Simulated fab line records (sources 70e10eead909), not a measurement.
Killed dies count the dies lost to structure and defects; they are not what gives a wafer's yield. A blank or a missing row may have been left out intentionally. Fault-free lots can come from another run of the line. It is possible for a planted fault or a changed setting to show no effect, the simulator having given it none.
Chamber matching	flow nand harc	4 sister chambers for NHARC_A_STAIRCASE_CMP_152 on cmp-01
The step polishes. 8 wafers are shown with their chamber, then 12 later ones without.

== WAFERS, EACH WITH ITS CHAMBER ==
wafer	chamber	motor current A (A)	edge zone pressure frac
L080.3	3	12.6	0.995
L083.6	3	12.3	0.992
L084.1	1	11.7	1.005
L084.2	2	12.2	0.989
L084.5	0	11.7	0.997
L087.3	2	12.6	1.001
L087.4	1	12.0	0.999
L087.6	0	11.3	0.993

== WAFERS WITH NO CHAMBER GIVEN ==
wafer	motor current A (A)	edge zone pressure frac
L092.1	12.4	0.994
L092.2	12.1	1.003
L092.3	12.5	0.996
L093.1	12.6	1.001
L093.4	13.4	0.997
L093.5	13.1	1.002
L094.3	12.1	1.003
L094.5	11.9	1.003
L094.6	11.9	0.993
L095.2	11.8	1.007
L095.4	12.4	1.003
L095.6	12.5	0.993

== CHAMBER TAKEN BY EACH ==
wafer	from the rows above	in truth
L092.1	can't be placed: 2 or 3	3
L092.2	can't be placed: 1 or 2 or 3 or 0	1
L092.3	can't be placed: 2 or 3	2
L093.1	can't be placed: 2 or 3 or 1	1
L093.4	can't be placed: 3 or 2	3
L093.5	can't be placed: 3 or 2 or 1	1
L094.3	can't be placed: 1 or 2 or 3 or 0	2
L094.5	can't be placed: 1 or 0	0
L094.6	can't be placed: 0 or 1 or 2 or 3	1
L095.2	can't be placed: 1 or 0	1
L095.4	can't be placed: 2 or 3 or 1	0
L095.6	can't be placed: 3 or 2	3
Correct placement for 0 of the 12. These rows do not allow placing 12 (true chamber among the candidates in 11). Placed wrongly: 0.
How it was worked out, from the rows above alone: a wafer's distance from a chamber is the root of the sum, over the readings, of the square of ((its reading less the chamber's mean) divided by the reading's scatter). The wafer belongs to the nearest chamber; if the next one is less than 2 further off, it can't be placed. A chamber's mean is the mean of its shown wafers. The scatter: the root of (the sum of the squares of (reading less its chamber's mean) over the shown wafers, divided by (wafers less chambers)).
